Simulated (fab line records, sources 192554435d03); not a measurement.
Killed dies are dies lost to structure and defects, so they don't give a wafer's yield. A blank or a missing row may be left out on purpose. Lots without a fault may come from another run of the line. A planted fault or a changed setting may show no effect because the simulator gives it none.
Split-lot experiment | flow n5_finfet | 7 lots, 39 wafers read, on a route of 1938 steps

THE SPLIT
At N5_SD_EPI_N_EPI_21 (deposits Si:P, time 690 s), the setting temp_c was moved away from the recipe's 680 C on 12 of the 39 wafers read, by -0.7% to +0.6%. The other wafers ran this setting at the recipe's value.

FROM THE SPLIT TO THE READING: what the file shows between them, 5 steps
- N5_SD_EPI_N_PRECLEAN_24: cleans in O3/DIW, time 60 s
- N5_SD_EPI_N_SRD_25: time 30 s
- N5_SD_EPI_N_PRECLEAN_49: cleans in NF3:NH3, afs cycles 1, time 20 s, sublimation time 60 s
- N5_SD_ACTIVATION_RTA_00: time 0 s
- N5_SD_ACTIVATION_LSA_01: time 0.0008 s

THE READING
RS_SD_N, in ohm/sq, at N5_SD_ACTIVATION_RS_MEAS_03 (measures by four-point-probe). Fault-free wafers of this fab line usually give 21.9 ohm/sq, standard deviation 0.38 ohm/sq.

wafer  | tool, chamber at the split | temp_c as run, C | against the recipe | RS_SD_N, ohm/sq | against lot-mates on the recipe
L075.1 | epi_rpcvd-04, 0            | 682.6            | +0.4%              | 22.0            | -0.3
L075.2 | epi_rpcvd-04, 0            | 680              | recipe             | 22.3            | -
L075.3 | epi_rpcvd-04, 0            | 680              | recipe             | 22.5            | -
L075.4 | epi_rpcvd-04, 0            | 680              | recipe             | 22.2            | -
L075.5 | epi_rpcvd-04, 0            | 682.6            | +0.4%              | 21.4            | -0.9
L075.6 | epi_rpcvd-04, 0            | 682.6            | +0.4%              | 21.6            | -0.7
L078.1 | epi_rpcvd-01, 0            | 680              | recipe             | 22.2            | -
L078.2 | epi_rpcvd-01, 0            | 680              | recipe             | 21.8            | -
L078.3 | epi_rpcvd-01, 0            | 680              | recipe             | 22.0            | -
L078.4 | epi_rpcvd-01, 0            | 680              | recipe             | 21.9            | -
L078.5 | epi_rpcvd-01, 0            | 680              | recipe             | 22.0            | -
L078.6 | epi_rpcvd-01, 0            | 680              | recipe             | 22.1            | -
L081.1 | epi_rpcvd-04, 0            | 680              | recipe             | 21.9            | -
L081.2 | epi_rpcvd-04, 0            | 680              | recipe             | 22.1            | -
L081.3 | epi_rpcvd-04, 0            | 680              | recipe             | 22.2            | -
L081.4 | epi_rpcvd-04, 0            | 675.1            | -0.7%              | 23.4            | +1.3
L081.5 | epi_rpcvd-04, 0            | 675.1            | -0.7%              | 23.8            | +1.7
L081.6 | epi_rpcvd-04, 0            | 675.1            | -0.7%              | 23.6            | +1.5
L084.1 | epi_rpcvd-01, 0            | 680              | recipe             | 22.5            | -
L084.2 | epi_rpcvd-01, 0            | 680              | recipe             | 22.7            | -
L084.3 | epi_rpcvd-01, 0            | 680              | recipe             | 22.2            | -
L084.4 | epi_rpcvd-01, 0            | 680              | recipe             | 22.0            | -
L084.5 | epi_rpcvd-01, 0            | 680              | recipe             | 22.2            | -
L084.6 | epi_rpcvd-01, 0            | 680              | recipe             | 22.2            | -
L089.1 | epi_rpcvd-03, 0            | 677.9            | -0.3%              | 22.7            | +0.6
L089.2 | epi_rpcvd-03, 0            | 680              | recipe             | 22.0            | -
L089.3 | epi_rpcvd-03, 0            | 677.9            | -0.3%              | 22.9            | +0.8
L089.4 | epi_rpcvd-03, 0            | 680              | recipe             | 22.0            | -
L089.5 | epi_rpcvd-03, 0            | 677.9            | -0.3%              | 22.5            | +0.4
L089.6 | epi_rpcvd-03, 0            | 680              | recipe             | 22.3            | -
L093.1 | epi_rpcvd-04, 0            | 680              | recipe             | 21.3            | -
L093.3 | epi_rpcvd-04, 0            | 680              | recipe             | 21.8            | -
L093.6 | epi_rpcvd-04, 0            | 680              | recipe             | 21.6            | -
L097.1 | epi_rpcvd-03, 0            | 684.2            | +0.6%              | 20.5            | -1.0
L097.2 | epi_rpcvd-03, 0            | 680              | recipe             | 21.4            | -
L097.3 | epi_rpcvd-03, 0            | 680              | recipe             | 21.6            | -
L097.4 | epi_rpcvd-03, 0            | 680              | recipe             | 21.6            | -
L097.5 | epi_rpcvd-03, 0            | 684.2            | +0.6%              | 20.7            | -0.8
L097.6 | epi_rpcvd-03, 0            | 684.2            | +0.6%              | 20.3            | -1.2

THE FIT
A straight line over all 39 wafers: RS_SD_N changes by -2.12 ohm/sq for each +1% of temp_c; r = -0.89; the points scatter about the line by 0.33 ohm/sq.
The same after taking each lot's own level away (the mean of its wafers on the recipe; 39 wafers): -1.91 ohm/sq for each +1%; r = -0.95; scatter 0.19 ohm/sq.
On that fit, the largest move of temp_c shifts the reading by 1.4 ohm/sq.
The lots' own levels span 21.53 to 22.33 ohm/sq, that is 2.1 times the standard deviation above.
So the lot-to-lot level changes the slope: the two fits differ.
Check: with one of the wafers moved furthest among these (-0.7%) left out of the fit, the line predicts +1.42 ohm/sq for it against its lot-mates. It came out at +1.33 ohm/sq against them.

OTHER SPLITS ON THESE WAFERS
These wafers also went through other splits before the reading. Each is held against what the fit with the lots' levels taken away leaves over:
other split on the same wafers    | wafers away from the commonest value | r with RS_SD_N (lot level and that fit taken away)
N5_WELL_APT_IMPLANT_14 energy_kev | 18                                   | -0.06
N5_DUMMY_GATE_EXPOSE_12 dose_mj   | 12                                   | -0.18
N5_DUMMY_GATE_ETCH_37 source_w    | 9                                    | -0.20

THE WHOLE CHAIN: every reading that the file lists as answering this split, in the file's order
step                        | what it does                 | reading                                                                         | change (the file's fit)              | r (the file's)
N5_SD_EPI_N_EPI_21          | deposits Si:P, time 690 s    | Si-P_of_SD_EPI_N_EPI_21.thk_nm (the simulator's own value, which no gauge read) | +5.95 nm for each +1% of the setting | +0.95
N5_SD_EPI_N_PRECLEAN_24     | cleans in O3/DIW, time 60 s  | Si-P_of_SD_EPI_N_EPI_21.thk_nm (the simulator's own value, which no gauge read) | +5.89 nm for each +1% of the setting | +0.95
N5_SD_ACTIVATION_RS_MEAS_03 | measures by four-point-probe | RS_SD_N                                                                         | -1.9 for each +1% of the setting     | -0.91

THE FILE'S OWN FIT
RS_SD_N changes by -1.9 ohm/sq for each +1% of temp_c, r = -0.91.
